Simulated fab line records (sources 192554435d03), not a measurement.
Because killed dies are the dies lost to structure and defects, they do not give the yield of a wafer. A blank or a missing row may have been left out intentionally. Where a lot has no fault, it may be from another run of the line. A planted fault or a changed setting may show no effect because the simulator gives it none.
A struck lot beside a sound one + flow n5-finfet + 17 out of 1938 route steps
Sound: the wafers L151.1, L151.2, L151.5. Struck: wafer L156.5 (left out: L156.3, L156.4 of the same lot, which were not struck); the cause appears at the end.
Each step with rows lists, per side, the tool, then ch with its chambers, then its first start. Under that, the readings that differ: sound wafers + struck wafers + difference of the means + sigmas: that difference in standard deviations of wafers without a fault.
alike: same words and numbers on both sides, and readings whose means sit less than 2 such deviations apart. not compared: any withheld reading, any reading some wafer has no value for, any bound like >300 that may hide the same value, and any number with overlapping values for which the record gives no deviation.
A row with sigmas, a row that says differs or no value, or rows on one side alone: a step with any of these is where the two part. When numbers do not overlap yet have no deviation, they are printed without sigmas and do not part them. A reading that every wafer of one side lacks parts them only if that side has two wafers or more.

N5_BEOL_M5_ALD_86: deposits TaN, pulse time 2 s, purge time 3 s, co reactant purge time 2 s.
  sound on ald-metal-03 ch 0,1, day 11 06:44; struck on ald-metal-02 ch 3, day 12 10:19
  alike: heater-power-w
N5_BEOL_M5_SURFACE_TREAT_87:
  sound on pvd-sputter-01, day 11 07:01; struck on pvd-sputter-02, day 12 10:35
  not compared: throttle-valve-pct
then, 1 step without rows for these wafers: N5_BEOL_M5_CVD_47 (deposits Co from CCTBA/H2, target thk 3 nm, time 216 s).
N5_BEOL_M5_SPUTTER_48: material Cu, target thk 15 nm, time 27.62 s.
  sound on pvd-sputter-02, day 11 07:20; struck on pvd-sputter-03, day 12 10:49
  alike: throttle-valve-pct
then, 1 step without rows for these wafers: N5_BEOL_M5_ANNEAL_49 (time 1800 s).
N5_BEOL_M5_SPUTTER_81: material Cu, target thk 15 nm, time 27.62 s.
  sound on pvd-sputter-02, day 11 08:25; struck on pvd-sputter-03, day 12 11:54
  alike: throttle-valve-pct
then, 1 step without rows for these wafers: N5_BEOL_M5_ANNEAL_82 (time 1800 s).
N5_BEOL_M5_SPUTTER_83: material Cu, target thk 15 nm, time 27.62 s.
  sound on pvd-sputter-02, day 11 09:31; struck on pvd-sputter-03, day 12 12:59
  alike: throttle-valve-pct
then, 4 steps without rows for these wafers: N5_BEOL_M5_ANNEAL_84 (time 1800 s); N5_BEOL_M5_SPUTTER_88 (material Cu, target thk 15 nm, time 27.62 s); N5_BEOL_M5_ANNEAL_89 (time 1800 s); N5_BEOL_M5_SPUTTER_90 (material Cu, target thk 4.5 nm, time 8.29 s).
N5_BEOL_M5_ECD_50: material Cu, target thk 300 nm.
  sound on ecd-cu-01 ch 0,1, day 11 11:48; struck on ecd-cu-02 ch 0, day 12 15:18
| reading                                | sound             | struck | difference | sigmas |
|----------------------------------------|-------------------|--------|------------|--------|
| model.Cu_of_BEOL_M5_ECD_50.thk-nm (nm) | 296.4 299.8 300.8 | 201.6  | -97.4      |        |
then, 1 step without rows for these wafers: N5_BEOL_M5_ANNEAL_51 (time 90 s).
N5_BEOL_M5_CMP_52: polishes, stops on SiCOH lowk, t overpolish 6.9 s, target thk 62 nm.
  sound on cmp-01 ch 0,1, day 11 12:11; struck on cmp-01 ch 2, day 12 15:44
| reading                | sound          | struck | difference | sigmas |
|------------------------|----------------|--------|------------|--------|
| time-to-endpoint-s (s) | 58.4 57.6 57.8 | 37.0   | -20.9      | -9     |
  alike: motor-current-A
N5_BEOL_M5_THK_MEAS_53: measures by xrf.
  sound on film-metro-02, day 11 12:29; struck on film-metro-01, day 12 15:58
| reading     | sound          | struck | difference | sigmas |
|-------------|----------------|--------|------------|--------|
| M5_THK (nm) | 64.6 61.0 62.2 | 59.0   | -3.6       | -2     |
next, for these wafers, 1 step has no rows: N5_PASSIVATION_PROBE_49.

## WHERE THEY PART
At N5_BEOL_M5_CMP_52 first; at N5_BEOL_M5_THK_MEAS_53 last (within this record only).

WHY: the cause the simulator had injected
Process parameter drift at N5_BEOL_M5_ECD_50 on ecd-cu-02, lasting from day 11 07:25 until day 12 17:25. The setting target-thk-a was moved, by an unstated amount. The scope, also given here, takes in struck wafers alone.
